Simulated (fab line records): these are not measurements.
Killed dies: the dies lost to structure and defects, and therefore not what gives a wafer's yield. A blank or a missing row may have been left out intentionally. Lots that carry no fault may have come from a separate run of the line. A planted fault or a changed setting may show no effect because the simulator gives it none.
Problem report in the 8D (eight disciplines) form, filled by code    flow n5-finfet    the parts of the form that need people (team, actions taken, sign-off) are left out

## 1. PROBLEM STATEMENT
run-length-s at N5_MOL_CONTACT_COAG_ALD_27 reads a mean of 5225.8 s on 3 wafers of 2 lots; wafers without a fault read 2769.8 s with a standard deviation of 0.7. That is +99 or more standard deviations from the usual mean.
The step: deposits SiOC, target thk 17 nm, pulse time 1.5 s, time 2720 s.
Earliest sighting: wafer L392.2 on ald-sin-02 at day 8 21:50. The record has a number at this step for 18 wafers belonging to 6 lots. By rule, "out" or "out of limits" means more than 4 standard deviations away from the usual mean. All remaining wafers that have a number are taken as sound.

## 2. WHAT IT IS; WHAT IT IS NOT
question                     is                      is not
which readings at this step  run-length-s            chamber-pressure-Torr, heater-power-w, precursor-pulse-height-rel
which lots                   L392, L393              L379, L382, L390, L391
which wafers of those lots   L392.2, L392.4, L393.2  L392.1, L393.3, L393.6
read on which tools          ald-sin-02              ald-sin-03, ald-sin-04
when                         from day 8 21:50        up to then (13 sound wafers); but 2 sound wafers of L393 came after

## 3. THE SUSPECTS, EACH WITH WHAT RULES IT OUT
Counting: any tool at a process step up to the reading remains a suspect provided it ran every lot that is out. Sound lots after the first of them don't rule it out here, since some wafers of a struck lot are sound.
- cvd-co-02 at N5_MOL_CONTACT_COAG_CO_FILL_22 (material Co, precursor CCTBA/H2, target thk 20 nm): kept. It processed each lot that is out (first: L392, day 8 16:58); up to then, its last sound lot is L382 (day 6 02:10).
- rtp-anneal-02 at N5_MOL_CONTACT_COAG_ANNEAL_113 (time 300 s): kept. It processed each lot that is out (first: L392, day 8 17:41); up to then, its last sound lot is L391 (day 8 10:19).
- pvd-sputter-01 at N5_MOL_CONTACT_COAG_PRE_CLEAN_142 (time 60 s): kept. It ran every lot that is out, first L392 (day 8 19:40).
- pvd-sputter-01 at N5_MOL_CONTACT_COAG_SPUTTER_130 (material Co, target thk 47.5 nm): kept. It ran every lot that is out, first L392 (day 8 19:43).
- ald-sin-02 at N5_MOL_CONTACT_COAG_ALD_27 (deposits SiOC, target thk 17 nm, pulse time 1.5 s, time 2720 s): kept. It processed each lot that is out (first: L392, day 8 21:50); up to then, its last sound lot is L390 (day 8 13:58). Its own readings are out on those wafers: run-length-s.
- At N5_MOL_CONTACT_COAG_CO_FILL_22, inside cvd-co-02: chamber 2 took the wafers that are out, while their sound lot-mates went through chambers 0, 1.
Left after counting: cvd-co-02 at N5_MOL_CONTACT_COAG_CO_FILL_22, rtp-anneal-02 at N5_MOL_CONTACT_COAG_ANNEAL_113, pvd-sputter-01 at N5_MOL_CONTACT_COAG_PRE_CLEAN_142, pvd-sputter-01 at N5_MOL_CONTACT_COAG_SPUTTER_130, ald-sin-02 at N5_MOL_CONTACT_COAG_ALD_27.

## 4. THE CAUSE (what the simulator had put in)
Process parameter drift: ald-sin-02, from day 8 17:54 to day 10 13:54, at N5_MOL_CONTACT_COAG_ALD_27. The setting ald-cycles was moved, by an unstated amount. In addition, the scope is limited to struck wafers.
5 suspects survive the count, and this tool is in that group.

## 5. SEQUENCE OF EFFECTS, ordered by route
One row per reading whose mean, taken over the struck wafers that have a number, lies over 3 standard deviations from the usual. Readings are gone through only where the record gives a usual standard deviation; hours: the median, over the lots, of the time from a lot's start at the first step in this table giving one to that lot's start at this step; sigmas: the change measured in usual standard deviations.
hours  step                        reading       usual     on struck wafers  change   sigmas
0      N5_MOL_CONTACT_COAG_ALD_27  run-length-s  2769.8 s  5225.8            +2456.0  +99 or more
Here are the process steps it includes:
- N5_MOL_CONTACT_COAG_ALD_27: deposits SiOC, target thk 17 nm, pulse time 1.5 s, time 2720 s.
Later measuring or inspecting steps at which every struck wafer that the step has a row for has a number for every such reading, and none has moved that far: N5_BEOL_M4_RC_MEAS_101.

## 6. WHAT WOULD HAVE CAUGHT IT SOONER
4 hours passed between the start of the fault at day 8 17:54 and the first reading out of limits in this record, taken at day 8 21:50.
